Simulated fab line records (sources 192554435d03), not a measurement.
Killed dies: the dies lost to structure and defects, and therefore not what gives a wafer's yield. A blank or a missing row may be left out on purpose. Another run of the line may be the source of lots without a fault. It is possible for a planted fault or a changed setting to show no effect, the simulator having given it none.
Chamber matching | flow n5 finfet | rie diel-04 running N5_BEOL_M4_ETCHBACK_99: 4 sister chambers
The step etches SiO2 in CHF3, target depth 5 nm, time 10.4 s. 8 wafers are shown with their chamber, then 12 later ones without.

== WAFERS, EACH WITH ITS CHAMBER ==
wafer  | chamber | drypump motor current A (A) | showerhead plenum p Torr (Torr)
L082.5 | 2       | 5.8                         | 2.18
L085.5 | 1       | 5.9                         | 2.22
L084.1 | 1       | 5.9                         | 2.21
L084.2 | 2       | 5.8                         | 2.18
L084.3 | 0       | 4.8                         | 2.17
L084.4 | 3       | 5.8                         | 2.06
L084.5 | 3       | 5.8                         | 2.06
L084.6 | 0       | 4.7                         | 2.17

== WAFERS WITHOUT THEIR CHAMBER ==
wafer  | drypump motor current A (A) | showerhead plenum p Torr (Torr)
L088.1 | 5.7                         | 2.05
L088.4 | 5.9                         | 2.21
L088.6 | 4.7                         | 2.17
L091.2 | 5.8                         | 2.17
L091.4 | 4.7                         | 2.16
L091.6 | 5.8                         | 2.17
L092.4 | 4.7                         | 2.16
L092.5 | 5.8                         | 2.05
L092.6 | 4.7                         | 2.16
L097.1 | 5.9                         | 2.20
L097.2 | 5.8                         | 2.04
L097.3 | 4.7                         | 2.16

== EACH ONE'S CHAMBER ==
wafer  | from the rows above | in truth
L088.1 | 3                   | 3
L088.4 | 1                   | 1
L088.6 | 0                   | 0
L091.2 | 2                   | 2
L091.4 | 0                   | 0
L091.6 | 2                   | 2
L092.4 | 0                   | 0
L092.5 | 3                   | 3
L092.6 | 0                   | 0
L097.1 | 1                   | 1
L097.2 | 3                   | 3
L097.3 | 0                   | 0
Correct placement for 12 of the 12. Number that these rows cannot place: 0. Wrongly placed: 0.
How it was worked out, from the rows above alone: a wafer's distance from a chamber is the root of the sum, over the readings, of the square of ((its reading less the chamber's mean) divided by the reading's scatter). If the next closest chamber is less than 2 further off than the closest, the wafer can't be placed; otherwise it belongs to the closest. The mean given for a chamber averages the wafers shown for that chamber. How the scatter is found: for the shown wafers, subtract from each reading the mean of its chamber, square and add these, divide the total by (wafers less chambers), then take the root.
